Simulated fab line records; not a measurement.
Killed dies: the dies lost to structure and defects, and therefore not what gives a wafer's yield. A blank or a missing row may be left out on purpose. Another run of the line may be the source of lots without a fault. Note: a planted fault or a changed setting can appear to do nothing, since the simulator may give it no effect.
Matching of chambers / flow n5Finfet / rieDiel-02 running N5_BEOL_M9_VIA_ETCH_34: 4 sister chambers
The step etches SiCOH lowk in C4F6/O2, target depth 182.4 nm, time 68.4 s. 4 wafers are shown with their chamber, then 9 later ones without.

== EACH WAFER AND ITS CHAMBER ==
wafer=L078.6; chamber=0; rfVppV (V)=655
wafer=L090.1; chamber=2; rfVppV (V)=688
wafer=L090.3; chamber=3; rfVppV (V)=663
wafer=L090.5; chamber=1; rfVppV (V)=668

== WAFERS WITHOUT THEIR CHAMBER ==
wafer=L094.2; rfVppV (V)=667
wafer=L094.5; rfVppV (V)=655
wafer=L094.6; rfVppV (V)=669
wafer=L092.1; rfVppV (V)=662
wafer=L092.2; rfVppV (V)=689
wafer=L092.5; rfVppV (V)=667
wafer=L093.2; rfVppV (V)=655
wafer=L093.4; rfVppV (V)=656
wafer=L093.6; rfVppV (V)=666

== WHICH CHAMBER EACH ONE RAN IN ==
wafer=L094.2; from the rows above=1; in truth=1
wafer=L094.5; from the rows above=0; in truth=0
wafer=L094.6; from the rows above=1; in truth=1
wafer=L092.1; from the rows above=3; in truth=3
wafer=L092.2; from the rows above=2; in truth=2
wafer=L092.5; from the rows above=1; in truth=1
wafer=L093.2; from the rows above=0; in truth=0
wafer=L093.4; from the rows above=0; in truth=0
wafer=L093.6; from the rows above=can't be placed: 1 or 3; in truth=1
Correctly placed: 8 of 9. Unplaceable from these rows: 1, with the true chamber sitting among the candidates in 1. 0 placed wrongly.
How it was worked out, from the rows above alone: a wafer's distance from a chamber is the root of the sum, over the readings, of the square of ((its reading less the chamber's mean) divided by the reading's scatter). If the next closest chamber is less than 2 further off than the closest, the wafer can't be placed; otherwise it belongs to the closest. The mean given for a chamber averages the wafers shown for that chamber. The scatter: root of mean squared gap, hidden wafer to nearest shown wafer, with one shown wafer a chamber.
